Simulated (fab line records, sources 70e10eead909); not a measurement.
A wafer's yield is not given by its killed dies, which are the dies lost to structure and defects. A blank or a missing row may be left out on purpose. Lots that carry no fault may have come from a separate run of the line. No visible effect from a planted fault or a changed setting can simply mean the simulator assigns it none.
Matching of chambers ; flow nand_harc ; rie_diel-01 running NHARC_A_STAIRCASE_ETCH_313: 4 sister chambers
The step etches the open film in CF4/CHF3. 4 wafers are shown with their chamber, then 8 later ones without.

== WAFERS WITH THEIR CHAMBER ==
wafer;chamber;showerhead_plenum_p_Torr (Torr)
L075.6;3;1.64
L078.2;1;1.69
L083.6;0;1.45
L085.1;2;1.66

== WAFERS WITHOUT THEIR CHAMBER ==
wafer;showerhead_plenum_p_Torr (Torr)
L085.2;1.64
L085.4;1.70
L090.1;1.68
L090.2;1.64
L090.6;1.68
L091.2;1.64
L091.3;1.68
L091.4;1.70

== EACH ONE'S CHAMBER ==
wafer;from the rows above;in truth
L085.2;3;3
L085.4;1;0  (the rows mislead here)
L090.1;can't be placed: 1 or 2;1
L090.2;3;3
L090.6;can't be placed: 1 or 2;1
L091.2;3;3
L091.3;can't be placed: 1 or 2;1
L091.4;1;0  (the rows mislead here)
3 of 8 placed correctly. Can't be placed from these rows: 3 (the true chamber is among the candidates in 3). 2 placed wrongly.
How it was worked out, from the rows above alone: a wafer's distance from a chamber is the root of the sum, over the readings, of the square of ((its reading less the chamber's mean) divided by the reading's scatter). If the next closest chamber is less than 2 further off than the closest, the wafer can't be placed; otherwise it belongs to the closest. Each chamber's mean is taken over the wafers shown for it. The scatter (one wafer shown for each chamber): square how far every hidden wafer sits from the nearest shown wafer, average those squares and take the square root.
